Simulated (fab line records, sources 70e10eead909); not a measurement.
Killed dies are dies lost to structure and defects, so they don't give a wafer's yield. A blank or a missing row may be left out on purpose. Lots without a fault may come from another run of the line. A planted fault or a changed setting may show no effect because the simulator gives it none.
Which tool did it? | flow nand_harc | 6 lots, 18 wafers sampled, at 5 steps of a route of 1159

WHAT THE GAUGES READ, wafer by wafer
NHARC_END_SORT_01.
lot  | measured     | on        | killed_at_array
L100 | day 21 14:20 | prober-02 | 35 25 32
L109 | day 22 22:17 | prober-02 | 41 48 36
L110 | day 24 00:59 | prober-01 | 16 14 10
L114 | day 25 06:00 | prober-02 | 38 26 40

WHICH TOOL RAN EACH LOT (tool, then ch and the chambers of the sampled wafers, then the start)
lot  | NHARC_A_STAIRCASE_ETCH_225                    | NHARC_A_STAIRCASE_ETCH_232                    | NHARC_A_STAIRCASE_STRIP_238          | NHARC_A_STAIRCASE_HM_DEP_456
L997 | rie_diel-05 ch 0,3, day 12 00:01 or earlier   | rie_diel-05 ch 0,1, day 12 00:01 or earlier   | plasma_asher-01 ch 0,1, day 12 00:01 | acl_dep-01 ch 0, day 12 03:23
L100 | rie_diel-05 ch 0,2,3, day 13 05:52 or earlier | rie_diel-13 ch 1,2,3, day 13 05:52 or earlier | plasma_asher-02 ch 0,1, day 13 05:52 | acl_dep-02 ch 0, day 13 13:43
L104 | rie_diel-13 ch 0,2,3, day 13 20:42 or earlier | rie_diel-13 ch 0,1,3, day 13 20:42 or earlier | plasma_asher-02 ch 0,1, day 13 20:42 | acl_dep-03 ch 0, day 14 02:35
L109 | rie_diel-05 ch 0,3, day 14 21:22 or earlier   | rie_diel-05 ch 0,3, day 14 21:22 or earlier   | plasma_asher-02 ch 0,1, day 14 21:22 | acl_dep-02 ch 0, day 15 00:12
L110 | rie_diel-08 ch 0,1,3, day 15 11:10 or earlier | rie_diel-13 ch 1,2,3, day 15 11:10 or earlier | plasma_asher-02 ch 0, day 15 11:10   | acl_dep-01 ch 0, day 15 15:52
L114 | rie_diel-13 ch 1,3, day 16 19:50 or earlier   | rie_diel-13 ch 1,3, day 16 19:50 or earlier   | plasma_asher-02 ch 0,1, day 16 19:50 | acl_dep-01 ch 0, day 17 00:02
- NHARC_A_STAIRCASE_ETCH_225: etches the open film in C4F8/O2, target depth 100 nm, time 40.5 s.
- NHARC_A_STAIRCASE_ETCH_232: etches the open film in C4F8/O2, target depth 100 nm, time 40.5 s.
- NHARC_A_STAIRCASE_STRIP_238: strips in O2.
- NHARC_A_STAIRCASE_HM_DEP_456: deposits aC, target thk 1500 nm.

THE ANSWER, worked out from the rows above alone
Rule: what is usual is taken from the lots themselves. Put in order of their means at a reading, lots are off if they are a third of the lots or fewer, leave a main group of 4 or more, and stand apart from it by a gap of 3 or more times the standard deviation of the main group's means; of several such gaps the widest counts. A main group whose means are all the same, to the digits that the tables above print for the reading, isn't used. A lot without any number at a reading at which 4 lots or more have one is off too. The other lots that the step has rows for count as sound.
No lot is off at any reading shown: from this, nothing can be told.

WHAT THE SIMULATOR HAD PUT IN
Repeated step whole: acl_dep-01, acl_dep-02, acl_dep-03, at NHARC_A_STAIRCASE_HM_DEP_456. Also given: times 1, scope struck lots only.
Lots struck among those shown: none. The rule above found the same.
